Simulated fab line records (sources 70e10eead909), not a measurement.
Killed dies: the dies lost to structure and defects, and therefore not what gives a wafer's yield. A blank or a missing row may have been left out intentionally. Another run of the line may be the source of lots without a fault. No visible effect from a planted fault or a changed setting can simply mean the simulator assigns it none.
The tool behind it: which one? ; flow nand_harc ; 24 lots, 72 wafers sampled, at 6 steps of a route of 1302

WHAT EACH GAUGE READ, for each wafer
NHARC_A_CONTACT_CD_MEAS_69 targets a cd of 300 nm.
lot;measured;on;cd_nm (nm)
L074;day 21 21:44;cd_sem-01;300.0 299.4 299.8
L075;day 22 01:03;cd_sem-03;299.5 300.1 300.2
L076;day 22 09:15;cd_sem-02;299.7 300.2 300.2
L077;day 23 13:39;cd_sem-02;299.7 300.7 299.4
L079;day 23 14:43;cd_sem-01;300.6 301.2 299.9
L078;day 23 20:52;cd_sem-02;300.2 299.3 299.4
L080;day 24 10:55;cd_sem-03;299.5 300.4 299.4
L082;day 25 08:19;cd_sem-01;299.0 300.2 299.7
L081;day 25 10:19;cd_sem-03;301.3 302.5 300.3
L083;day 25 13:28;cd_sem-01;298.9 299.8 299.4
L084;day 25 13:59;cd_sem-03;298.2 298.8 298.3
L085;day 26 17:08;cd_sem-03;299.4 300.2 300.0
L086;day 26 19:16;cd_sem-02;301.3 299.5 299.4
L088;day 27 11:19;cd_sem-02;299.5 299.9 300.0
L087;day 27 12:02;cd_sem-03;299.8 299.9 300.7
L089;day 27 14:34;cd_sem-03;300.0 298.8 299.3
L090;day 28 13:11;cd_sem-02;300.3 301.0 301.3
L091;day 28 14:41;cd_sem-03;299.0 299.6 299.5
L093;day 29 07:31;cd_sem-03;299.6 299.8 299.6
L092;day 29 09:55;cd_sem-03;300.5 299.6 300.1
L094;day 29 21:19;cd_sem-02;299.8 299.5 300.1
L095;day 30 11:58;cd_sem-01;299.4 299.7 299.0
L097;day 30 18:29;cd_sem-03;299.6 299.7 300.3
L096;day 30 20:48;cd_sem-03;299.3 299.1 298.8

NHARC_A_CONTACT_INSPECT_71.
lot;measured;on;raw_defect_count
L074;day 21 21:52;defect_inspect-01;19 15 12
L075;day 22 01:10;defect_inspect-01;49 54 61
L076;day 22 09:22;defect_inspect-01;157 153 153
L077;day 23 13:46;defect_inspect-01;52 60 59
L079;day 23 14:51;defect_inspect-02;67 56 70
L078;day 23 20:59;defect_inspect-02;143 142 154
L080;day 24 11:02;defect_inspect-01;26 37 20
L082;day 25 08:26;defect_inspect-01;109 119 127
L081;day 25 10:26;defect_inspect-01;84 97 82
L083;day 25 13:35;defect_inspect-01;80 90 79
L084;day 25 14:06;defect_inspect-02;78 78 87
L085;day 26 17:15;defect_inspect-02;91 77 83
L086;day 26 19:23;defect_inspect-02;150 112 127
L088;day 27 11:26;defect_inspect-02;85 49 82
L087;day 27 12:09;defect_inspect-02;83 97 78
L089;day 27 14:41;defect_inspect-01;110 135 146
L090;day 28 13:19;defect_inspect-01;66 47 43
L091;day 28 14:48;defect_inspect-01;107 106 114
L093;day 29 07:39;defect_inspect-02;113 122 109
L092;day 29 10:02;defect_inspect-02;64 73 48
L094;day 29 21:26;defect_inspect-01;56 71 58
L095;day 30 12:05;defect_inspect-01;19 23 13
L097;day 30 18:37;defect_inspect-02;88 71 79
L096;day 30 20:56;defect_inspect-02;97 99 106

NHARC_A_CONTACT_CD_MEAS_08 targets a cd of 200 nm.
lot;measured;on;cd_nm (nm)
L074;day 22 05:46;cd_sem-02;200.4 200.6 200.8
L075;day 22 08:41;cd_sem-03;200.3 199.6 199.8
L076;day 22 17:14;cd_sem-01;200.3 200.3 199.5
L077;day 23 22:22;cd_sem-03;200.5 200.5 199.7
L079;day 24 01:43;cd_sem-01;199.4 199.6 200.2
L078;day 24 07:02;cd_sem-03;199.6 199.5 200.0
L080;day 24 19:39;cd_sem-02;199.6 199.0 199.3
L082;day 25 17:21;cd_sem-03;199.2 200.1 200.1
L081;day 25 18:51;cd_sem-03;200.5 200.1 200.1
L083;day 26 00:19;cd_sem-03;200.7 201.3 201.1
L084;day 25 22:57;cd_sem-01;200.9 200.2 201.0
L085;day 27 02:35;cd_sem-03;199.7 200.5 200.3
L086;day 27 04:08;cd_sem-02;201.1 200.4 200.6
L088;day 27 19:23;cd_sem-03;199.7 199.7 199.0
L087;day 27 21:03;cd_sem-02;200.6 200.4 200.5
L089;day 27 22:20;cd_sem-02;200.5 200.1 199.5
L090;day 28 22:46;cd_sem-02;200.6 199.5 200.9
L091;day 29 03:02;cd_sem-02;199.0 198.8 199.1
L093;day 29 15:08;cd_sem-01;200.7 200.3 199.9
L092;day 29 18:40;cd_sem-02;200.6 200.4 199.7
L094;day 30 05:19;cd_sem-03;199.0 199.7 198.3
L095;day 30 21:45;cd_sem-02;200.9 199.5 200.2
L097;day 31 03:43;cd_sem-03;199.7 200.1 199.4
L096;day 31 09:24;cd_sem-02;199.7 199.9 201.1

TOOL THAT RAN EACH LOT (tool first, then ch and the chambers of the sampled wafers, then the start)
lot;NHARC_A_CONTACT_ETCH_102;NHARC_A_CONTACT_ETCH_75;NHARC_A_CONTACT_ETCH_128
L074;rie_diel-11 ch 0,1,2, day 21 15:38;rie_diel-13 ch 0,2, day 21 22:01;har_cap_etch-02 ch 0, day 22 00:30
L075;rie_diel-11 ch 2,3, day 21 19:45;rie_diel-10 ch 1,2,3, day 22 01:19;har_cap_etch-02 ch 0, day 22 03:30
L076;rie_diel-13 ch 2,3, day 22 04:40;rie_diel-10 ch 0,1, day 22 09:32;har_cap_etch-02 ch 0,1, day 22 11:46
L077;rie_diel-13 ch 0,1, day 23 07:53;rie_diel-13 ch 0,1,2, day 23 13:56;har_cap_etch-02 ch 1, day 23 16:07
L079;rie_diel-13 ch 0,1,3, day 23 08:40;rie_diel-10 ch 1,2,3, day 23 15:06;har_cap_etch-03 ch 0,1, day 23 18:15
L078;rie_diel-13 ch 1,2,3, day 23 16:09;rie_diel-13 ch 0,2, day 23 21:08;har_cap_etch-01 ch 0,1, day 23 23:38
L080;rie_diel-13 ch 0,2,3, day 24 03:56;rie_diel-13 ch 1,3, day 24 11:11;har_cap_etch-03 ch 0,1, day 24 13:26
L082;rie_diel-13 ch 0,1,3, day 25 01:53;rie_diel-11 ch 0,2, day 25 08:35;har_cap_etch-02 ch 0,1, day 25 10:48
L081;rie_diel-13 ch 0,1, day 25 02:11;rie_diel-13 ch 0,2,3, day 25 10:35;har_cap_etch-01 ch 0,1, day 25 12:46
L083;rie_diel-13 ch 0,2,3, day 25 08:47;rie_diel-13 ch 0,1,2, day 25 13:44;har_cap_etch-03 ch 0,1, day 25 15:56
L084;rie_diel-10 ch 1,3, day 25 09:17;rie_diel-10 ch 0,2, day 25 14:15;har_cap_etch-02 ch 0,1, day 25 16:29
L085;rie_diel-13 ch 1,2,3, day 26 10:28;rie_diel-13 ch 0,1,2, day 26 17:25;har_cap_etch-01 ch 0,1, day 26 19:35
L086;rie_diel-13 ch 1,2,3, day 26 13:37;rie_diel-10 ch 0,2,3, day 26 19:33;har_cap_etch-03 ch 0,1, day 26 22:05
L088;rie_diel-11 ch 1,3, day 27 06:41;rie_diel-13 ch 0,1,2, day 27 11:35;har_cap_etch-01 ch 0,1, day 27 13:47
L087;rie_diel-13 ch 0,1,2, day 27 07:18;rie_diel-10 ch 0,2, day 27 12:18;har_cap_etch-03 ch 0,1, day 27 14:38
L089;rie_diel-13 ch 0,2,3, day 27 09:17;rie_diel-13 ch 0,1,3, day 27 14:50;har_cap_etch-02 ch 0,1, day 27 17:04
L090;rie_diel-13 ch 0,1,3, day 28 08:31;rie_diel-11 ch 1,2, day 28 13:31;har_cap_etch-02 ch 0,1, day 28 15:44
L091;rie_diel-13 ch 0,3, day 28 09:44;rie_diel-10 ch 0,3, day 28 14:57;har_cap_etch-01 ch 0,1, day 28 17:12
L093;rie_diel-10 ch 1,2, day 29 02:52;rie_diel-13 ch 2,3, day 29 07:48;har_cap_etch-03 ch 0,1, day 29 09:59
L092;rie_diel-13 ch 0,1,3, day 29 04:20;rie_diel-10 ch 0,1, day 29 10:11;har_cap_etch-02 ch 0,1, day 29 12:30
L094;rie_diel-10 ch 1,3, day 29 15:20;rie_diel-13 ch 0,1,3, day 29 21:35;har_cap_etch-01 ch 0,1, day 29 23:46
L095;rie_diel-11 ch 0,2,3, day 30 07:21;rie_diel-13 ch 0,1,3, day 30 12:14;har_cap_etch-02 ch 1, day 30 14:42
L097;rie_diel-10 ch 0,1,3, day 30 13:52;rie_diel-11 ch 2,3, day 30 18:47;har_cap_etch-02 ch 0,1, day 30 21:32
L096;rie_diel-10 ch 0,3, day 30 15:10;rie_diel-13 ch 0,1, day 30 21:04;har_cap_etch-03 ch 0,1, day 30 23:14
- NHARC_A_CONTACT_ETCH_102: etches the open film in CF4/O2, target depth 100 nm, overetch 10 nm, time 55 s.
- NHARC_A_CONTACT_ETCH_75: etches the open film in CF4, target depth 39 nm, time 65 s.
- NHARC_A_CONTACT_ETCH_128: etches the open film in C4F8/O2/Ar, time 197 s, target depth 1918 nm.

AS READ BY THE TOOLS THEMSELVES (means over the sampled wafers that have a number; for cases with no such wafer, the mark the record gives instead)
NHARC_A_CONTACT_ETCH_102.
lot;tool;chamber_pressure_mTorr (mTorr);drypump_motor_current_A (A);o2_flow_sccm (sccm);oes_product_au (a.u.);rf_vpp_V (V);showerhead_plenum_p_Torr (Torr);throttle_valve_pct (%)
L074;rie_diel-11;29.975;5.8;20.01;1.009;197.6;1.35;13.386
L075;rie_diel-11;30.006;5.8;20.05;1.005;197.3;1.30;13.394
L076;rie_diel-13;29.996;5.4;20.04;1.006;196.6;1.27;13.404
L077;rie_diel-13;29.999;5.6;19.96;0.996;197.2;1.31;13.398
L079;rie_diel-13;30.010;5.6;20.00;1.000;197.5;1.31;13.398
L078;rie_diel-13;29.978;5.4;20.04;0.999;196.8;1.26;13.399
L080;rie_diel-13;30.017;5.9;19.98;1.000;197.0;1.31;13.399
L082;rie_diel-13;30.000;5.6;19.97;1.000;196.8;1.31;13.389
L081;rie_diel-13;29.995;5.6;20.00;0.997;197.2;1.30;13.395
L083;rie_diel-13;30.013;5.8;20.08;1.005;197.9;1.31;13.394
L084;rie_diel-10;29.991;6.1;20.04;1.005;197.2;1.31;13.399
L085;rie_diel-13;29.995;5.4;20.01;0.998;196.2;1.25;13.401
L086;rie_diel-13;30.003;5.3;20.01;0.997;196.4;1.25;13.401
L088;rie_diel-11;29.993;6.3;19.93;1.015;198.8;1.36;13.402
L087;rie_diel-13;30.019;5.9;20.00;0.993;197.7;1.30;13.404
L089;rie_diel-13;30.015;5.9;19.96;1.002;197.9;1.31;13.388
L090;rie_diel-13;29.997;5.6;19.99;0.995;197.8;1.30;13.399
L091;rie_diel-13;29.989;6.0;20.04;0.998;198.3;1.36;13.396
L093;rie_diel-10;30.022;5.9;19.99;0.999;197.2;1.33;13.402
L092;rie_diel-13;30.004;5.6;19.94;0.999;196.5;1.30;13.395
L094;rie_diel-10;30.016;6.2;20.03;1.003;197.5;1.31;13.391
L095;rie_diel-11;29.990;5.7;19.95;1.019;198.8;1.34;13.402
L097;rie_diel-10;29.999;6.2;19.96;0.998;196.6;1.30;13.387
L096;rie_diel-10;29.986;6.2;19.97;1.008;197.2;1.32;13.404

NHARC_A_CONTACT_ETCH_75.
lot;tool;chamber_pressure_mTorr (mTorr);drypump_motor_current_A (A);oes_product_au (a.u.);rf_vpp_V (V);showerhead_plenum_p_Torr (Torr);throttle_valve_pct (%)
L074;rie_diel-13;50.00;6.3;0.997;152.0;1.81;13.279
L075;rie_diel-10;50.02;5.9;1.009;151.6;1.80;13.274
L076;rie_diel-10;50.02;6.2;1.006;151.2;1.73;13.295
L077;rie_diel-13;50.02;5.9;0.997;150.6;1.74;13.298
L079;rie_diel-10;50.00;5.9;1.012;151.6;1.80;13.282
L078;rie_diel-13;49.99;6.1;0.994;150.5;1.74;13.288
L080;rie_diel-13;49.97;5.2;0.986;150.0;1.67;13.279
L082;rie_diel-11;50.01;5.4;1.001;151.7;1.80;13.286
L081;rie_diel-13;49.99;5.9;1.001;150.4;1.74;13.280
L083;rie_diel-13;49.96;5.9;0.997;150.7;1.74;13.285
L084;rie_diel-10;50.00;6.1;1.011;151.6;1.78;13.283
L085;rie_diel-13;50.03;5.8;1.003;150.9;1.73;13.284
L086;rie_diel-10;49.93;6.0;1.014;151.9;1.80;13.282
L088;rie_diel-13;50.00;5.9;0.998;150.7;1.73;13.284
L087;rie_diel-10;50.01;5.8;1.011;151.5;1.84;13.289
L089;rie_diel-13;50.04;5.6;0.998;151.1;1.73;13.283
L090;rie_diel-11;49.98;5.8;1.015;150.6;1.71;13.273
L091;rie_diel-10;50.00;6.2;1.003;150.6;1.74;13.274
L093;rie_diel-13;50.03;5.4;0.992;150.2;1.68;13.283
L092;rie_diel-10;50.00;6.2;1.002;150.9;1.72;13.282
L094;rie_diel-13;49.99;5.6;0.994;150.4;1.73;13.294
L095;rie_diel-13;49.99;5.6;0.992;150.7;1.73;13.284
L097;rie_diel-11;49.98;5.8;1.017;150.1;1.71;13.286
L096;rie_diel-13;49.98;6.0;1.000;151.3;1.79;13.295

NHARC_A_CONTACT_ETCH_128.
lot;tool;chamber_pressure_mTorr (mTorr)
L074;har_cap_etch-02;20.003
L075;har_cap_etch-02;19.995
L076;har_cap_etch-02;19.986
L077;har_cap_etch-02;19.994
L079;har_cap_etch-03;20.013
L078;har_cap_etch-01;20.012
L080;har_cap_etch-03;20.002
L082;har_cap_etch-02;19.991
L081;har_cap_etch-01;19.993
L083;har_cap_etch-03;20.006
L084;har_cap_etch-02;20.006
L085;har_cap_etch-01;19.977
L086;har_cap_etch-03;20.001
L088;har_cap_etch-01;19.987
L087;har_cap_etch-03;20.002
L089;har_cap_etch-02;20.000
L090;har_cap_etch-02;19.993
L091;har_cap_etch-01;19.987
L093;har_cap_etch-03;20.016
L092;har_cap_etch-02;19.982
L094;har_cap_etch-01;20.017
L095;har_cap_etch-02;20.007
L097;har_cap_etch-02;19.999
L096;har_cap_etch-03;20.003

THE ANSWER, worked out from the rows above alone
Rule: the lots themselves supply what counts as usual. Put in order of their means at a reading, lots are off if they are a third of the lots or fewer, leave a main group of 4 or more, and stand apart from it by a gap of 3 or more times the standard deviation of the main group's means; of several such gaps the widest counts. A main group whose means are all the same, to the digits that the tables above print for the reading, isn't used. A lot without any number at a reading at which 4 lots or more have one is off too. Any other lot the step has rows for is counted as sound. First the gauges in route order, then the tools' own readings, where a lot's mean is used as printed above. At the first step where some lot is off, the reading lying furthest off is the one used; lots without a number count as furthest.
Across all readings shown, no lot is off: no conclusion can be drawn from this.

WHAT HAD BEEN PUT IN BY THE SIMULATOR
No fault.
